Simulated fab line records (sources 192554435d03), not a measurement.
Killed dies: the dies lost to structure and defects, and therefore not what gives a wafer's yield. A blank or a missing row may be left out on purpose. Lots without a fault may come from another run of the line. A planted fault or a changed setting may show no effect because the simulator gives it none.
Shared-tool check | flow n5_finfet | 24 wafers sampled across 8 lots

## WHAT PROMPTED THE OPENING
At N5_SD_EPI_P_EPI_MEAS_23 the reading thk_nm is flagged on 2 of 8 lots. Fault-free wafers read 61.0 nm, with a standard deviation of 1.3.
Rule: a lot is flagged when every wafer of it that has a number lies more than 4 standard deviations from that mean, or none has a number. The other lots count as sound.

lot  | measured    | on            | thk_nm (nm), wafer by wafer | flag
L178 | day 3 20:50 | film_metro-01 | 62.3 60.6 60.0              |
L183 | day 5 00:01 | film_metro-02 | 59.7 60.9 57.7              |
L185 | day 5 11:02 | film_metro-02 | 61.3 62.4 61.9              |
L188 | day 6 05:19 | film_metro-02 | 61.8 60.8 61.1              |
L189 | day 6 09:23 | film_metro-01 | 60.1 60.8 61.7              |
L191 | day 6 22:10 | film_metro-01 | 71.3 70.2 71.0              | FLAGGED
L193 | day 7 09:25 | film_metro-02 | 68.6 70.2 70.3              | FLAGGED
L200 | day 9 02:00 | film_metro-02 | 59.0 61.0 59.1              |
On average the flagged lots' numbers are 70.3 nm, which is +9.3 nm against the usual, or +7 standard deviations.

## WHICH TOOL EACH LOT WENT THROUGH
The record holds 4 process steps before the reading, out of a route of 1938 steps. Read each cell as the tool, then ch plus the chambers that the sampled wafers visited, then the start.
lot  | flag    | N5_SD_EPI_N_VAPOR_ETCH_50      | N5_SD_EPI_P_ETCH_47               | N5_SD_EPI_P_ETCH_16               | N5_SD_EPI_P_EPI_21
L178 |         | epi_rpcvd-04 ch 0, day 3 12:16 | rie_diel-04 ch 0,1,3, day 3 17:49 | rie_diel-04 ch 0,1,3, day 3 17:55 | epi_rpcvd-03 ch 0, day 3 18:39
L183 |         | epi_rpcvd-03 ch 0, day 4 15:19 | rie_diel-05 ch 0,1, day 4 19:59   | rie_diel-05 ch 0,1, day 4 20:05   | epi_rpcvd-03 ch 0, day 4 21:34
L185 |         | epi_rpcvd-03 ch 0, day 5 04:34 | rie_diel-05 ch 0,1,3, day 5 08:01 | rie_diel-05 ch 0,1,3, day 5 08:07 | epi_rpcvd-03 ch 0, day 5 08:51
L188 |         | epi_rpcvd-03 ch 0, day 5 21:17 | rie_diel-05 ch 2,3, day 6 01:26   | rie_diel-05 ch 2,3, day 6 01:32   | epi_rpcvd-01 ch 0, day 6 02:52
L189 |         | epi_rpcvd-02 ch 0, day 6 02:56 | rie_diel-03 ch 0,1,3, day 6 06:20 | rie_diel-03 ch 0,1,3, day 6 06:26 | epi_rpcvd-03 ch 0, day 6 07:54
L191 | FLAGGED | epi_rpcvd-02 ch 0, day 6 15:50 | rie_diel-04 ch 0,2, day 6 19:06   | rie_diel-04 ch 0,2, day 6 19:12   | epi_rpcvd-03 ch 0, day 6 20:41
L193 | FLAGGED | epi_rpcvd-03 ch 0, day 7 01:49 | rie_diel-03 ch 0,1,2, day 7 06:22 | rie_diel-03 ch 0,1,2, day 7 06:28 | epi_rpcvd-03 ch 0, day 7 07:34
L200 |         | epi_rpcvd-02 ch 0, day 8 18:37 | rie_diel-05 ch 0,1,2, day 8 22:58 | rie_diel-05 ch 0,1,2, day 8 23:04 | epi_rpcvd-02 ch 0, day 9 00:10
These steps, and what they do:
- N5_SD_EPI_N_VAPOR_ETCH_50: etches Si in HCl, time 54 s.
- N5_SD_EPI_P_ETCH_47: etches SiOCN in CH3F/O2, target depth 25 nm.
- N5_SD_EPI_P_ETCH_16: etches SiO2 in CHF3/O2, target depth 5 nm.
- N5_SD_EPI_P_EPI_21: deposits SiGe:B, time 355 s.
- N5_SD_EPI_P_EPI_MEAS_23

## FLAGGED AGAINST TOTAL, ONE TOOL AT A TIME (gauges that did the reading follow at the end)
step                      | tool          | lots run | flagged | share of the flagged lots | sound lots run after its first flagged lot
N5_SD_EPI_N_VAPOR_ETCH_50 | epi_rpcvd-02  | 3        | 1       | some                      | 1 (L200)
N5_SD_EPI_N_VAPOR_ETCH_50 | epi_rpcvd-03  | 4        | 1       | some                      | 0
N5_SD_EPI_N_VAPOR_ETCH_50 | epi_rpcvd-04  | 1        | 0       | none                      | -
N5_SD_EPI_P_ETCH_47       | rie_diel-03   | 2        | 1       | some                      | 0
N5_SD_EPI_P_ETCH_47       | rie_diel-04   | 2        | 1       | some                      | 0
N5_SD_EPI_P_ETCH_47       | rie_diel-05   | 4        | 0       | none                      | -
N5_SD_EPI_P_ETCH_16       | rie_diel-03   | 2        | 1       | some                      | 0
N5_SD_EPI_P_ETCH_16       | rie_diel-04   | 2        | 1       | some                      | 0
N5_SD_EPI_P_ETCH_16       | rie_diel-05   | 4        | 0       | none                      | -
N5_SD_EPI_P_EPI_21        | epi_rpcvd-01  | 1        | 0       | none                      | -
N5_SD_EPI_P_EPI_21        | epi_rpcvd-02  | 1        | 0       | none                      | -
N5_SD_EPI_P_EPI_21        | epi_rpcvd-03  | 6        | 2       | all                       | 0
N5_SD_EPI_P_EPI_MEAS_23   | film_metro-01 | 3        | 1       | some                      | 0
N5_SD_EPI_P_EPI_MEAS_23   | film_metro-02 | 5        | 1       | some                      | 1 (L200)

## WHAT THE TABLE PERMITS
In the table, 1 row covers all flagged lots: epi_rpcvd-03 at N5_SD_EPI_P_EPI_21.
- epi_rpcvd-03 at N5_SD_EPI_P_EPI_21 ran 6 lots, 2 of them flagged. Last sound lot L189 at day 6 07:54, first flagged lot L191 at day 6 20:41; a fault beginning in between fits. Its own readings (chamber_pressure_Torr) fall more than 4 standard deviations out on all wafers of the flagged lots.
One tool is left: epi_rpcvd-03 at N5_SD_EPI_P_EPI_21.

## WHAT HAD BEEN PUT IN BY THE SIMULATOR
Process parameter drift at N5_SD_EPI_P_EPI_21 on epi_rpcvd-03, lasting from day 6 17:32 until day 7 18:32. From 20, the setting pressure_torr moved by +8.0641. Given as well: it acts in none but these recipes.
Lots struck among those shown: L191, L193. The rule above reached the same finding.
